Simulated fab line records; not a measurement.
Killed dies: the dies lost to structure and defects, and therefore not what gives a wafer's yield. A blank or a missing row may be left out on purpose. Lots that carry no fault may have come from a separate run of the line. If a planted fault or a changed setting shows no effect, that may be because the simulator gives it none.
Which tool was responsible? -- flow n5 finfet -- 33 wafers from 12 lots sampled at 4 of the route's 1938 steps

## WHAT THE GAUGES READ, wafer by wafer
N5_ILD0_THK_MEAS_08. Usual: thk nm 138.6 nm, standard deviation 1.1.
lot,measured,on,thk nm (nm),flag
L993,day 4 02:17,film metro-01,136.5 138.1 140.2,
L994,day 4 07:40,film metro-01,138.3 140.3 139.3,
L995,day 4 13:04,film metro-02,137.6 138.0 137.5,
L999,day 5 12:00,film metro-02,138.3 139.5 141.4,
L100,day 5 18:44,film metro-02,139.0 138.4 138.7,
L103,day 6 17:54,film metro-02,138.4 139.4 139.0,
L104,day 6 23:04,film metro-02,140.7 138.2 140.4,
L105,day 7 00:22,film metro-02,138.8 137.4 137.4,
L107,day 7 12:19,film metro-02,138.6 138.0,
L108,day 7 18:07,film metro-01,139.2 137.5 138.8,
L109,day 7 23:59,film metro-01,137.9 136.9,
L111,day 8 11:15,film metro-01,137.1 138.4,

N5_ILD0_THK_MEAS_13. Usual: thk nm 17.7 nm, standard deviation 1.2.
lot,measured,on,thk nm (nm),flag
L993,day 4 05:43,film metro-01,16.2 17.5 16.0,
L994,day 4 10:53,film metro-02,19.1 18.0 17.1,
L995,day 4 16:17,film metro-02,17.5 17.3 17.0,
L999,day 5 15:19,film metro-02,17.2 17.4 18.0,
L100,day 5 21:57,film metro-02,17.9 16.3 16.3,
L103,day 6 21:07,film metro-02,18.7 16.5 19.3,
L104,day 7 02:35,film metro-02,16.0 18.5 15.8,
L105,day 7 03:34,film metro-02,16.9 16.9 16.3,
L107,day 7 15:32,film metro-01,17.5 17.9,
L108,day 7 21:29,film metro-01,18.3 18.0 15.6,
L109,day 8 03:11,film metro-01,18.4 18.8,
L111,day 8 14:28,film metro-01,17.3 19.8,

## EACH LOT AND THE TOOL THAT RAN IT (in order: tool; ch and the chambers of the sampled wafers; start)
lot,N5_SD_EPI_P_ETCH_36,N5_ILD0_CMP_12
L993,"rie diel-01 ch 2,3, day 3 17:48","cmp-03 ch 2,3, day 4 05:27"
L994,"rie diel-05 ch 1,2,3, day 3 23:56","cmp-02 ch 1,2,3, day 4 10:37"
L995,"rie diel-04 ch 1,3, day 4 05:23","cmp-03 ch 1,3, day 4 16:01"
L999,"rie diel-04 ch 1,2, day 5 04:23","cmp-03 ch 2,3, day 5 15:01"
L100,"rie diel-05 ch 1,3, day 5 11:10","cmp-04 ch 0,1, day 5 21:39"
L103,"rie diel-05 ch 2,3, day 6 09:12","cmp-04 ch 1,2, day 6 20:52"
L104,"rie diel-01 ch 1,2,3, day 6 15:34","cmp-04 ch 1,2,3, day 7 02:21"
L105,"rie diel-05 ch 1,2, day 6 16:49","cmp-04 ch 0,1, day 7 03:19"
L107,"rie diel-05 ch 2,3, day 7 04:44","cmp-04 ch 0,3, day 7 15:21"
L108,"rie diel-04 ch 0,2,3, day 7 10:28","cmp-03 ch 1,2,3, day 7 21:13"
L109,"rie diel-04 ch 0,3, day 7 16:23","cmp-04 ch 0,2, day 8 02:59"
L111,"rie diel-05 ch 2,3, day 8 03:35","cmp-04 ch 2, day 8 14:12"
- N5_SD_EPI_P_ETCH_36: etches SiARC in CF4, target depth 45.5 nm, time 75.8 s.
- N5_ILD0_CMP_12: polishes SiNx, stops on poly-Si, t overpolish 6 s, target thk 17.67 nm.

## AS READ BY THE TOOLS THEMSELVES (means over the sampled wafers that have a number; for cases with no such wafer, the mark the record gives instead)
N5_SD_EPI_P_ETCH_36. Usual: drypump motor current A 5.8 A, standard deviation 0.42; etch rf on time s 75.5 s, standard deviation 1.7; oes product au 0.68 a.u., standard deviation 0.067; rf vpp V 184.0 V, standard deviation 1.2; showerhead plenum p Torr 2.14 Torr, standard deviation 0.075; throttle valve pct 15.59 %, standard deviation 0.16.
lot,tool,drypump motor current A (A),etch rf on time s (s),oes product au (a.u.),rf vpp V (V),showerhead plenum p Torr (Torr),throttle valve pct (%),flag
L993,rie diel-01,5.7,76.4,0.70,183.6,2.14,15.53,
L994,rie diel-05,5.9,75.3,0.68,184.8,2.16,15.67,
L995,rie diel-04,5.8,75.4,0.66,185.2,2.11,15.67,
L999,rie diel-04,5.6,75.7,0.64,182.8,2.12,15.67,
L100,rie diel-05,6.1,74.2,0.68,183.2,2.13,15.67,
L103,rie diel-05,5.9,73.6,0.65,185.0,2.19,15.70,
L104,rie diel-01,5.8,76.7,0.70,183.7,2.12,15.49,
L105,rie diel-05,5.6,74.9,0.69,184.3,2.13,15.72,
L107,rie diel-05,5.7,74.8,0.66,184.4,2.18,15.71,
L108,rie diel-04,5.5,74.7,0.69,184.4,2.15,15.53,
L109,rie diel-04,5.4,75.0,0.62,182.8,2.08,15.63,
L111,rie diel-05,5.8,74.9,0.65,183.7,2.17,15.73,

N5_ILD0_CMP_12. Usual: motor current A 9.1 A, standard deviation 1; overpolish run s 6.000 s, standard deviation 0.0092; platen rpm 51.80 rpm, standard deviation 0.035; slurry filter dp kPa 13.50 kPa, standard deviation 0.15; time to endpoint s 29.0 s, standard deviation 2.6.
lot,tool,motor current A (A),overpolish run s (s),platen rpm (rpm),slurry filter dp kPa (kPa),time to endpoint s (s),flag
L993,cmp-03,10.3,5.995,51.77,13.55,27.2,
L994,cmp-02,8.9,6.001,51.78,13.54,30.7,
L995,cmp-03,10.8,5.994,51.81,13.42,31.7,
L999,cmp-03,10.8,6.001,51.82,13.49,28.8,
L100,cmp-04,8.6,5.998,51.77,13.36,27.6,
L103,cmp-04,8.8,6.003,51.79,13.39,26.8,
L104,cmp-04,8.7,5.994,51.77,13.54,27.0,
L105,cmp-04,8.7,6.002,51.78,13.45,27.5,
L107,cmp-04,7.9,6.001,51.78,13.51,57.5,OFF
L108,cmp-03,10.1,6.004,51.80,13.52,28.1,
L109,cmp-04,8.2,6.007,51.80,13.50,44.5,OFF
L111,cmp-04,8.6,6.006,51.80,13.56,44.5,OFF

## THE ANSWER, worked out from the rows above alone
Rule: lot off if the mean of its wafers having a number is beyond 3 standard deviations from the usual mean. Also off: a lot with no number at a reading for which 4 or more lots have one. All remaining lots with rows at the step are treated as sound. Order of review: gauges by route order, followed by the tools' own readings, for which a lot's mean as printed above is used. The first step at which some lot is off is used, and at that step the reading that is off furthest; a lot without a number counts as furthest.
Off, at N5_ILD0_CMP_12 on time to endpoint s: L107, L109, L111.
A tool fits if, at that step or a process step before it, it ran every lot that is off, and no sound lot after the first of them. One fits: N5_ILD0_CMP_12 on cmp-04. A fault onset in the window from L105 (day 7 03:19, its last sound lot) to L107 (day 7 15:21, its first lot off) fits.
The tool's own readings at N5_ILD0_CMP_12 bear it out: on the lots that are off they differ by more than 5 times the standard deviation of the sound lots' means. time to endpoint s reads 48.8 s there against 28.4 s on the sound lots.

## WHAT THE SIMULATOR HAD INSERTED
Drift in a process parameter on cmp-04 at N5_ILD0_CMP_12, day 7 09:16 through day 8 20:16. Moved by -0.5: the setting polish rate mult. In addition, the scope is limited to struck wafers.
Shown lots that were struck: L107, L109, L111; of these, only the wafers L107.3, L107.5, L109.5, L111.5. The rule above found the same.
